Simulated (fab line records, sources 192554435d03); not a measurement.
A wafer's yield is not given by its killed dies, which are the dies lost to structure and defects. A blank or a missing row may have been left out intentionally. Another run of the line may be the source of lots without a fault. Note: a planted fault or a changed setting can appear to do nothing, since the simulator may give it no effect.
Chamber matching    flow n5Finfet    N5_BEOL_M2_PECVD_72 on pecvd-03 has 3 sister chambers
The step deposits SiO2 from TEOS/O2, target thk 16 nm, time 18 s. 6 wafers are shown with their chamber, then 7 later ones without.

== WAFERS, EACH WITH ITS CHAMBER ==
wafer   chamber  throttleValvePct (%)  heaterPowerW (W)
L935.6  2        21.7                  666
L937.1  2        21.6                  624
L940.5  0        23.1                  578
L940.6  1        21.7                  877
L949.1  0        23.3                  578
L949.2  1        21.9                  838

== WAFERS WITH NO CHAMBER GIVEN ==
wafer   throttleValvePct (%)  heaterPowerW (W)
L949.4  22.0                  840
L950.1  23.4                  615
L950.4  22.0                  817
L950.6  21.9                  843
L953.4  20.4                  801
L953.5  22.0                  878
L953.6  23.1                  613

== EACH ONE'S CHAMBER ==
wafer   from the rows above      in truth
L949.4  1                        1
L950.1  0                        0
L950.4  1                        1
L950.6  1                        1
L953.4  can't be placed: 1 or 2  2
L953.5  1                        1
L953.6  0                        0
Placed correctly: 6 of 7. These rows do not allow placing 1 (true chamber among the candidates in 1). 0 placed wrongly.
How it was worked out, from the rows above alone: a wafer's distance from a chamber is the root of the sum, over the readings, of the square of ((its reading less the chamber's mean) divided by the reading's scatter). If the next closest chamber is less than 2 further off than the closest, the wafer can't be placed; otherwise it belongs to the closest. Each chamber's mean is taken over the wafers shown for it. The scatter: take each reading less its chamber's mean, square it, sum over the shown wafers, divide by the number of wafers less the number of chambers, and take the root.
